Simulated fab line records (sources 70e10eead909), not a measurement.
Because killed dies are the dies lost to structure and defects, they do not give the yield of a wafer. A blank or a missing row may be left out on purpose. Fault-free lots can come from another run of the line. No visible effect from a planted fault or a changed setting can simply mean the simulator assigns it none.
Chamber matching :: flow nand-harc :: 4 sister chambers for NHARC_A_CHANNEL_FILL_D1_ETCHBACK_20 on rie-diel-13
The step etches the open film in C4F8/O2/Ar, target depth 27 nm, time 13.5 s. 4 wafers are shown with their chamber, then 7 later ones without.

== WAFERS WITH THEIR CHAMBER ==
wafer: L507.3
chamber: 0
rf-vpp-V (V): 977

wafer: L507.4
chamber: 3
rf-vpp-V (V): 987

wafer: L510.3
chamber: 1
rf-vpp-V (V): 989

wafer: L510.4
chamber: 2
rf-vpp-V (V): 976

== WAFERS WITHOUT THEIR CHAMBER ==
wafer: L510.6
rf-vpp-V (V): 987

wafer: L511.3
rf-vpp-V (V): 990

wafer: L511.4
rf-vpp-V (V): 979

wafer: L511.6
rf-vpp-V (V): 989

wafer: L519.4
rf-vpp-V (V): 987

wafer: L519.5
rf-vpp-V (V): 988

wafer: L519.6
rf-vpp-V (V): 980

== WHICH CHAMBER EACH ONE RAN IN ==
wafer: L510.6
from the rows above: can't be placed: 3 or 1
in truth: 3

wafer: L511.3
from the rows above: can't be placed: 1 or 3
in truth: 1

wafer: L511.4
from the rows above: can't be placed: 0 or 2
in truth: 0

wafer: L511.6
from the rows above: can't be placed: 1 or 3
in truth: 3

wafer: L519.4
from the rows above: can't be placed: 3 or 1
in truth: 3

wafer: L519.5
from the rows above: can't be placed: 1 or 3
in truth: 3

wafer: L519.6
from the rows above: can't be placed: 0 or 2
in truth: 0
Placed correctly: 0 of 7. Unplaceable from these rows: 7, with the true chamber sitting among the candidates in 7. Placed wrongly: 0.
How it was worked out, from the rows above alone: a wafer's distance from a chamber is the root of the sum, over the readings, of the square of ((its reading less the chamber's mean) divided by the reading's scatter). If the next closest chamber is less than 2 further off than the closest, the wafer can't be placed; otherwise it belongs to the closest. A chamber's mean is the mean of its shown wafers. The scatter: root of mean squared gap, hidden wafer to nearest shown wafer, with one shown wafer a chamber.
